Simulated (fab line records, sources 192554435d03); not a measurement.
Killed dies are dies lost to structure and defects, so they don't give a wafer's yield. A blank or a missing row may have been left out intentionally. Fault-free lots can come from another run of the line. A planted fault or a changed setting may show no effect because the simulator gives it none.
Which tool did it? -- flow n5-finfet -- 72 wafers from 24 lots sampled at 5 of the route's 1938 steps

== WHAT THE GAUGES READ, wafer by wafer ==
N5_BEOL_M11_CD_MEAS_11: target cd 64.1 nm. Usual: cd-nm 64.0 nm, standard deviation 0.58.
lot,measured,on,cd-nm (nm),flag
L074,day 10 13:53,cd-sem-02,62.8 63.9 63.7,
L077,day 10 17:04,cd-sem-01,64.1 64.5 63.7,
L075,day 10 17:10,cd-sem-02,65.7 64.6 65.2,
L076,day 11 02:17,cd-sem-02,63.4 64.4 64.0,
L079,day 11 14:01,cd-sem-03,64.6 64.4 64.1,
L078,day 11 15:51,cd-sem-02,64.1 63.9 63.7,
L080,day 12 02:03,cd-sem-03,64.8 63.3 63.9,
L081,day 12 07:08,cd-sem-02,64.9 64.4 64.3,
L082,day 12 22:41,cd-sem-02,63.6 63.8 64.6,
L083,day 13 04:28,cd-sem-02,63.3 63.3 63.0,
L084,day 13 04:38,cd-sem-01,63.7 63.3 63.8,
L085,day 13 15:37,cd-sem-02,63.7 64.3 63.5,
L086,day 13 19:04,cd-sem-03,63.6 64.6 63.6,
L089,day 14 02:29,cd-sem-01,64.3 63.3 63.9,
L088,day 14 05:40,cd-sem-03,63.5 63.9 63.6,
L087,day 14 06:08,cd-sem-01,63.4 64.2 63.9,
L090,day 14 21:48,cd-sem-01,63.5 63.3 63.4,
L092,day 15 06:20,cd-sem-01,64.2 64.9 64.0,
L093,day 15 06:11,cd-sem-01,64.5 65.0 64.9,
L094,day 15 14:59,cd-sem-01,64.2 63.6 64.0,
L095,day 15 23:52,cd-sem-01,64.5 63.5 64.4,
L097,day 16 05:01,cd-sem-03,64.7 64.0 63.8,
L096,day 16 05:11,cd-sem-01,63.8 62.6 63.9,
L091,day 16 21:09,cd-sem-03,64.9 64.0 64.5,

N5_BEOL_M12_CD_MEAS_10: target cd 140 nm. Usual: cd-nm 139.6 nm, standard deviation 2.
lot,measured,on,cd-nm (nm),flag
L074,day 10 19:40,cd-sem-01,137.7 135.2 137.0,
L077,day 10 21:49,cd-sem-01,140.9 145.0 141.8,
L075,day 10 21:57,cd-sem-02,137.0 139.2 142.9,
L076,day 11 11:33,cd-sem-03,138.0 136.5 138.2,
L079,day 11 20:05,cd-sem-03,143.7 137.3 141.3,
L078,day 11 21:44,cd-sem-02,137.6 137.7 137.2,
L080,day 12 07:58,cd-sem-02,138.1 139.2 138.1,
L081,day 12 14:24,cd-sem-03,142.3 142.9 139.9,
L082,day 13 05:35,cd-sem-03,139.5 139.3 138.6,
L083,day 13 08:53,cd-sem-01,137.6 138.6 138.4,
L084,day 13 09:53,cd-sem-02,140.6 138.8 136.6,
L085,day 13 23:11,cd-sem-01,140.6 142.5 140.1,
L086,day 14 02:58,cd-sem-03,139.3 141.9 141.1,
L089,day 14 08:41,cd-sem-02,140.6 136.2 138.7,
L088,day 14 12:25,cd-sem-01,136.7 135.6 139.2,
L087,day 14 15:31,cd-sem-01,138.6 140.4 142.0,
L090,day 15 05:16,cd-sem-03,140.6 140.0 138.1,
L092,day 15 13:17,cd-sem-01,137.2 141.9 140.2,
L093,day 15 12:38,cd-sem-02,140.7 138.9 137.5,
L094,day 15 21:04,cd-sem-03,138.1 137.9 144.0,
L095,day 16 06:13,cd-sem-03,137.7 139.0 141.8,
L097,day 16 09:55,cd-sem-01,140.0 140.1 140.2,
L096,day 16 10:13,cd-sem-03,138.5 140.6 143.7,
L091,day 17 04:41,cd-sem-01,143.1 140.9 140.1,

== WHICH TOOL RAN EACH LOT (tool, then ch and the chambers of the sampled wafers, then the start) ==
lot,N5_BEOL_M10_CMP_52,N5_BEOL_M10_DEP_56,N5_BEOL_M11_PECVD_70
L074,"cmp-03 ch 0,1,3, day 10 12:15","pecvd-04 ch 0,1, day 10 12:37","pecvd-01 ch 0,1, day 10 13:23"
L077,"cmp-03 ch 0,2,3, day 10 15:01","pecvd-01 ch 0,1, day 10 15:20","pecvd-03 ch 0,2, day 10 16:07"
L075,"cmp-02 ch 0,1,3, day 10 15:11","pecvd-02 ch 0,1,2, day 10 15:28","pecvd-02 ch 0,1, day 10 16:14"
L076,"cmp-01 ch 1,2,3, day 10 22:58","pecvd-04 ch 0, day 10 23:23","pecvd-02 ch 0,1,2, day 11 00:13"
L079,"cmp-01 ch 1,2,3, day 11 09:53","pecvd-01 ch 1,2, day 11 10:16","pecvd-02 ch 0,1, day 11 11:12"
L078,"cmp-02 ch 0,1, day 11 13:46","pecvd-02 ch 0,2, day 11 14:08","pecvd-01 ch 0,1, day 11 14:55"
L080,"cmp-01 ch 0,3, day 11 20:52","pecvd-04 ch 0,1,2, day 11 21:11","pecvd-03 ch 0,1,2, day 11 22:35"
L081,"cmp-01 ch 0,1,2, day 12 04:35","pecvd-04 ch 0,2, day 12 04:57","pecvd-03 ch 0,1, day 12 06:13"
L082,"cmp-03 ch 0,3, day 12 20:53","pecvd-02 ch 0,1,2, day 12 21:15","pecvd-02 ch 1,2, day 12 22:01"
L083,"cmp-02 ch 0,2,3, day 13 02:13","pecvd-02 ch 0,2, day 13 02:34","pecvd-01 ch 0,1, day 13 03:20"
L084,"cmp-03 ch 0,1,2, day 13 02:29","pecvd-04 ch 0,2, day 13 02:46","pecvd-03 ch 1,2, day 13 03:32"
L085,"cmp-02 ch 1,2,3, day 13 12:48","pecvd-04 ch 0,2, day 13 13:10","pecvd-01 ch 0,1, day 13 13:56"
L086,"cmp-01 ch 0,2,3, day 13 17:06","pecvd-01 ch 0,1,2, day 13 17:28","pecvd-02 ch 0, day 13 18:15"
L089,"cmp-02 ch 1,2, day 13 23:58","pecvd-01 ch 0,1, day 14 00:18","pecvd-01 ch 0,1,2, day 14 01:11"
L088,"cmp-02 ch 0,3, day 14 02:24","pecvd-02 ch 1,2, day 14 02:46","pecvd-02 ch 0,2, day 14 03:34"
L087,"cmp-03 ch 0,2,3, day 14 03:44","pecvd-01 ch 0,1, day 14 04:01","pecvd-01 ch 1,2, day 14 04:46"
L090,"cmp-01 ch 1,3, day 14 19:21","pecvd-01 ch 0,1, day 14 19:43","pecvd-03 ch 0,1, day 14 20:29"
L092,"cmp-03 ch 0,1,2, day 15 02:32","pecvd-01 ch 0,2, day 15 02:53","pecvd-01 ch 0,1, day 15 04:08"
L093,"cmp-02 ch 1,2,3, day 15 02:55","pecvd-04 ch 0,2, day 15 03:09","pecvd-02 ch 1,2, day 15 03:55"
L094,"cmp-01 ch 0,1,2, day 15 12:22","pecvd-04 ch 0,1, day 15 12:39","pecvd-03 ch 0,1,2, day 15 13:53"
L095,"cmp-03 ch 1,2,3, day 15 21:30","pecvd-01 ch 0,1,2, day 15 21:47","pecvd-03 ch 0,1, day 15 22:32"
L097,"cmp-01 ch 0,1, day 16 01:44","pecvd-04 ch 0,1, day 16 02:04","pecvd-01 ch 0,1, day 16 03:11"
L096,"cmp-03 ch 0,3, day 16 01:55","pecvd-02 ch 0,1,2, day 16 02:14","pecvd-01 ch 0,1,2, day 16 03:40"
L091,"cmp-01 ch 0,2, day 16 17:55","pecvd-02 ch 1,2, day 16 18:16","pecvd-02 ch 0,2, day 16 19:02"
- N5_BEOL_M10_CMP_52: polishes, stops on SiCOH lowk, t overpolish 7 s, target thk 140 nm.
- N5_BEOL_M10_DEP_56: deposits SiCN from 3MS/NH3, target thk 15 nm, time 26.5 s.
- N5_BEOL_M11_PECVD_70: deposits SiO2 from TEOS/O2, target thk 20 nm, time 22.7 s.

== AS READ BY THE TOOLS THEMSELVES (means over the sampled wafers that have a number; for cases with no such wafer, the mark the record gives instead) ==
N5_BEOL_M10_CMP_52. Usual: barrier-field-endpoint-s 28.9 s, standard deviation 0.68; motor-current-A 6.1 A, standard deviation 0.61; overpolish-run-s 6.999 s, standard deviation 0.0085; slurry-filter-dp-kPa 13.50 kPa, standard deviation 0.13; time-to-endpoint-s 65.0 s, standard deviation 2.9.
lot,tool,barrier-field-endpoint-s (s),motor-current-A (A),overpolish-run-s (s),slurry-filter-dp-kPa (kPa),time-to-endpoint-s (s),flag
L074,cmp-03,28.5,5.9,7.002,13.55,65.2,
L077,cmp-03,29.4,5.8,6.994,13.36,67.5,
L075,cmp-02,28.6,6.2,7.002,13.64,61.0,
L076,cmp-01,28.5,5.8,7.000,13.43,63.3,
L079,cmp-01,28.5,6.1,7.007,13.50,66.0,
L078,cmp-02,29.6,6.3,6.994,13.39,64.5,
L080,cmp-01,29.2,6.4,7.002,13.51,65.8,
L081,cmp-01,28.7,6.5,7.000,13.47,66.6,
L082,cmp-03,28.6,5.8,6.995,13.45,63.7,
L083,cmp-02,29.2,6.1,6.998,13.57,65.2,
L084,cmp-03,28.8,6.2,7.000,13.51,67.6,
L085,cmp-02,28.7,6.3,6.993,13.53,61.8,
L086,cmp-01,28.7,6.5,7.004,13.42,64.3,
L089,cmp-02,29.0,6.8,6.995,13.56,65.5,
L088,cmp-02,27.8,5.9,7.001,13.52,61.0,
L087,cmp-03,29.5,6.0,6.993,13.62,67.1,
L090,cmp-01,28.9,5.3,7.005,13.49,65.2,
L092,cmp-03,28.8,6.2,7.003,13.63,67.0,
L093,cmp-02,29.0,6.3,7.003,13.55,63.4,
L094,cmp-01,28.9,6.6,6.988,13.50,66.3,
L095,cmp-03,28.9,5.9,7.002,13.45,67.4,
L097,cmp-01,28.7,5.6,6.989,13.52,62.5,
L096,cmp-03,29.0,5.7,6.998,13.52,64.7,
L091,cmp-01,29.9,7.1,6.999,13.49,67.8,

N5_BEOL_M10_DEP_56. Usual: showerhead-plenum-p-Torr 3.664 Torr, standard deviation 0.012; throttle-valve-pct 9.0 %, standard deviation 0.47.
lot,tool,showerhead-plenum-p-Torr (Torr),throttle-valve-pct (%),flag
L074,pecvd-04,3.659,9.1,
L077,pecvd-01,3.658,9.2,
L075,pecvd-02,3.669,9.4,
L076,pecvd-04,3.651,9.4,
L079,pecvd-01,3.657,9.0,
L078,pecvd-02,3.672,8.9,
L080,pecvd-04,3.666,8.9,
L081,pecvd-04,3.660,8.8,
L082,pecvd-02,3.667,9.2,
L083,pecvd-02,3.660,9.4,
L084,pecvd-04,3.659,9.0,
L085,pecvd-04,3.660,9.1,
L086,pecvd-01,3.665,8.9,
L089,pecvd-01,3.655,9.0,
L088,pecvd-02,3.664,9.7,
L087,pecvd-01,3.666,9.2,
L090,pecvd-01,3.661,9.2,
L092,pecvd-01,3.674,8.6,
L093,pecvd-04,3.662,8.7,
L094,pecvd-04,3.662,8.9,
L095,pecvd-01,3.665,8.7,
L097,pecvd-04,3.670,8.9,
L096,pecvd-02,3.672,9.4,
L091,pecvd-02,3.663,9.7,

N5_BEOL_M11_PECVD_70. Usual: heater-power-w 771 W, standard deviation 67; showerhead-plenum-p-Torr 8.78 Torr, standard deviation 0.055; throttle-valve-pct 22.3 %, standard deviation 1.4.
lot,tool,heater-power-w (W),showerhead-plenum-p-Torr (Torr),throttle-valve-pct (%),flag
L074,pecvd-01,797,8.73,22.5,
L077,pecvd-03,804,8.75,21.3,
L075,pecvd-02,708,8.84,22.9,
L076,pecvd-02,659,8.81,23.1,
L079,pecvd-02,678,8.86,23.1,
L078,pecvd-01,820,8.73,22.4,
L080,pecvd-03,806,8.76,22.1,
L081,pecvd-03,784,8.77,22.8,
L082,pecvd-02,670,8.81,24.0,
L083,pecvd-01,692,8.77,22.7,
L084,pecvd-03,828,8.79,22.5,
L085,pecvd-01,765,8.77,22.7,
L086,pecvd-02,804,8.84,21.3,
L089,pecvd-01,768,8.79,21.7,
L088,pecvd-02,729,8.75,23.0,
L087,pecvd-01,818,8.75,22.0,
L090,pecvd-03,786,8.76,23.3,
L092,pecvd-01,791,8.78,22.6,
L093,pecvd-02,746,8.76,24.0,
L094,pecvd-03,825,8.77,22.1,
L095,pecvd-03,819,8.78,23.3,
L097,pecvd-01,812,8.75,22.6,
L096,pecvd-01,749,8.77,22.0,
L091,pecvd-02,790,8.75,23.1,

== THE ANSWER, worked out from the rows above alone ==
Rule: take the mean of a lot's wafers that have a number; if it is more than 3 standard deviations from the usual mean, the lot is off. A lot without any number at a reading at which 4 lots or more have one is off too. The other lots that the step has rows for count as sound. Order of review: gauges by route order, followed by the tools' own readings, for which a lot's mean as printed above is used. At the first step where some lot is off, the reading lying furthest off is the one used; lots without a number count as furthest.
No lot is off on any of the readings shown, so nothing can be concluded from this.

== WHAT WAS PUT IN BY THE SIMULATOR ==
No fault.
